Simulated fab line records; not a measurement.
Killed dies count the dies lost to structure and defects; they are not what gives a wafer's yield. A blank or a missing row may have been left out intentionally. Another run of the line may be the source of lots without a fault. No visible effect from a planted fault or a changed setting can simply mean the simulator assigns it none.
Chamber matching -- flow n5_finfet -- N5_BEOL_M9_CURE_72 on uv_cure-01: 3 sister chambers
The step cures SiCOH lowk, time 120 s. 16 wafers are shown with their chamber, then 7 later ones without.

## WAFERS PAIRED WITH THEIR CHAMBERS
wafer,chamber,wafer_temp_C_max,lamp_power_pct (%)
L076.2,2,371.6,52.36
L076.3,2,371.2,52.39
L076.4,2,371.4,52.44
L077.1,1,371.0,52.30
L077.2,1,370.8,52.32
L077.4,1,371.1,52.30
L079.1,0,372.7,52.32
L079.3,0,372.8,52.27
L083.2,2,370.9,52.27
L083.5,2,370.9,52.39
L083.6,2,370.9,52.20
L088.1,1,371.8,52.33
L088.3,1,371.5,52.31
L088.4,1,371.4,52.31
L094.1,2,370.8,52.37
L094.5,2,371.2,52.25

SIGNATURES (averages over the wafers above)
reading,chamber 0,chamber 1,chamber 2,scatter within a chamber
wafer_temp_C_max,372.750,371.267,371.113,0.31
lamp_power_pct,52.2950,52.3117,52.3338,0.0623
Rule: for a wafer and a chamber, the distance is found by dividing, reading by reading, the gap between the wafer's reading and the chamber's mean by the reading's scatter, squaring, summing and taking the root. The wafer belongs to the nearest chamber; if the next one is less than 2 further off, it can't be placed. The scatter: take each reading less its chamber's mean, square it, sum over the shown wafers, divide by the number of wafers less the number of chambers, and take the root.

## WAFERS WHOSE CHAMBER IS MISSING
wafer,wafer_temp_C_max,lamp_power_pct (%)
L094.6,370.3,52.33
L092.1,370.8,52.27
L092.2,370.8,52.25
L092.3,370.8,52.37
L097.3,371.5,52.26
L097.5,371.5,52.33
L097.6,371.2,52.32

## EACH ONE'S CHAMBER
wafer,from the rows above,in truth
L094.6,can't be placed: 2 or 1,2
L092.1,can't be placed: 2 or 1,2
L092.2,can't be placed: 2 or 1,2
L092.3,can't be placed: 2 or 1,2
L097.3,can't be placed: 1 or 2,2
L097.5,can't be placed: 1 or 2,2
L097.6,can't be placed: 1 or 2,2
Placed correctly: 0 of 7. Unplaceable from these rows: 7, with the true chamber sitting among the candidates in 7. Placed wrongly: 0.
